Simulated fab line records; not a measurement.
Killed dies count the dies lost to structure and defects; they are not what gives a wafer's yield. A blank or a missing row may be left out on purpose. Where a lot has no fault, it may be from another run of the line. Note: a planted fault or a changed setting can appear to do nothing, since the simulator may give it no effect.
What tool caused it? || flow n5_finfet || 11 lots with 32 wafers sampled at 2 steps, on a route of 1938 steps

WHAT EACH GAUGE READ, for each wafer
N5_BEOL_M13_RS_MEAS_54: a four-point-probe measurement. Usual: M13_RS 0.0453 ohm/sq, standard deviation 0.00058.
{"lot": "L656", "measured": "day 11 23:00", "on": "film_metro-02", "M13_RS (ohm/sq)": "0.0456 0.0449 0.0443", "flag": ""}
{"lot": "L657", "measured": "day 12 00:38", "on": "film_metro-02", "M13_RS (ohm/sq)": "0.0445 0.0455 0.0451", "flag": ""}
{"lot": "L660", "measured": "day 13 03:32", "on": "film_metro-01", "M13_RS (ohm/sq)": "0.0468 0.0455 0.0462", "flag": ""}
{"lot": "L662", "measured": "day 13 10:35", "on": "film_metro-02", "M13_RS (ohm/sq)": "0.0448 0.0444 0.0464", "flag": ""}
{"lot": "L667", "measured": "day 14 04:05", "on": "film_metro-02", "M13_RS (ohm/sq)": "0.0451 0.0460 0.0452", "flag": ""}
{"lot": "L666", "measured": "day 14 13:39", "on": "film_metro-01", "M13_RS (ohm/sq)": "0.0458 0.0453 0.0456", "flag": ""}
{"lot": "L670", "measured": "day 15 17:00", "on": "film_metro-02", "M13_RS (ohm/sq)": "0.0446 0.0453 0.0446", "flag": ""}
{"lot": "L671", "measured": "day 15 23:44", "on": "film_metro-02", "M13_RS (ohm/sq)": "0.0450 0.0452 0.0450", "flag": ""}
{"lot": "L674", "measured": "day 17 09:53", "on": "film_metro-02", "M13_RS (ohm/sq)": "0.0455 0.0450 0.0456", "flag": ""}
{"lot": "L675", "measured": "day 17 12:50", "on": "film_metro-01", "M13_RS (ohm/sq)": "0.0453 0.0453", "flag": ""}
{"lot": "L677", "measured": "day 17 23:52", "on": "film_metro-01", "M13_RS (ohm/sq)": "0.0457 0.0455 0.0456", "flag": ""}

WHAT TOOL EACH LOT RAN ON (gives the tool, then ch and the chambers of the sampled wafers, and finally the start)
{"lot": "L656", "N5_BEOL_M13_PRE_CLEAN_42": "pvd_sputter-02, day 11 21:48"}
{"lot": "L657", "N5_BEOL_M13_PRE_CLEAN_42": "pvd_sputter-03, day 11 23:10"}
{"lot": "L660", "N5_BEOL_M13_PRE_CLEAN_42": "pvd_sputter-01, day 13 02:20"}
{"lot": "L662", "N5_BEOL_M13_PRE_CLEAN_42": "pvd_sputter-01, day 13 08:53"}
{"lot": "L667", "N5_BEOL_M13_PRE_CLEAN_42": "pvd_sputter-02, day 14 02:53"}
{"lot": "L666", "N5_BEOL_M13_PRE_CLEAN_42": "pvd_sputter-01, day 14 12:26"}
{"lot": "L670", "N5_BEOL_M13_PRE_CLEAN_42": "pvd_sputter-02, day 15 15:48"}
{"lot": "L671", "N5_BEOL_M13_PRE_CLEAN_42": "pvd_sputter-01, day 15 21:25"}
{"lot": "L674", "N5_BEOL_M13_PRE_CLEAN_42": "pvd_sputter-02, day 17 08:39"}
{"lot": "L675", "N5_BEOL_M13_PRE_CLEAN_42": "pvd_sputter-02, day 17 11:35"}
{"lot": "L677", "N5_BEOL_M13_PRE_CLEAN_42": "pvd_sputter-01, day 17 22:38"}
- N5_BEOL_M13_PRE_CLEAN_42: time 30 s.

WHAT THE TOOLS THEMSELVES READ (means of the sampled wafers that have a number; where no wafer has one, the mark that the record gives instead)
N5_BEOL_M13_PRE_CLEAN_42. Usual: heater_power_w 334 W, standard deviation 48.
{"lot": "L656", "tool": "pvd_sputter-02", "heater_power_w (W)": 396, "flag": ""}
{"lot": "L657", "tool": "pvd_sputter-03", "heater_power_w (W)": 312, "flag": ""}
{"lot": "L660", "tool": "pvd_sputter-01", "heater_power_w (W)": 323, "flag": ""}
{"lot": "L662", "tool": "pvd_sputter-01", "heater_power_w (W)": 330, "flag": ""}
{"lot": "L667", "tool": "pvd_sputter-02", "heater_power_w (W)": 340, "flag": ""}
{"lot": "L666", "tool": "pvd_sputter-01", "heater_power_w (W)": 325, "flag": ""}
{"lot": "L670", "tool": "pvd_sputter-02", "heater_power_w (W)": 364, "flag": ""}
{"lot": "L671", "tool": "pvd_sputter-01", "heater_power_w (W)": 305, "flag": ""}
{"lot": "L674", "tool": "pvd_sputter-02", "heater_power_w (W)": 312, "flag": ""}
{"lot": "L675", "tool": "pvd_sputter-02", "heater_power_w (W)": 340, "flag": ""}
{"lot": "L677", "tool": "pvd_sputter-01", "heater_power_w (W)": 349, "flag": ""}

THE ANSWER, worked out from the rows above alone
Rule: a lot is off if the mean of its wafers that have a number lies more than 3 standard deviations from the usual mean. A lot without any number at a reading at which 4 lots or more have one is off too. All remaining lots with rows at the step are treated as sound. The gauges are gone through in route order, then the tools' own readings, and for those a lot's mean is taken as printed above. At the first step where some lot is off, the reading lying furthest off is the one used; lots without a number count as furthest.
None of the lots is off at any reading shown; this tells nothing.

WHAT THE SIMULATOR HAD PUT IN
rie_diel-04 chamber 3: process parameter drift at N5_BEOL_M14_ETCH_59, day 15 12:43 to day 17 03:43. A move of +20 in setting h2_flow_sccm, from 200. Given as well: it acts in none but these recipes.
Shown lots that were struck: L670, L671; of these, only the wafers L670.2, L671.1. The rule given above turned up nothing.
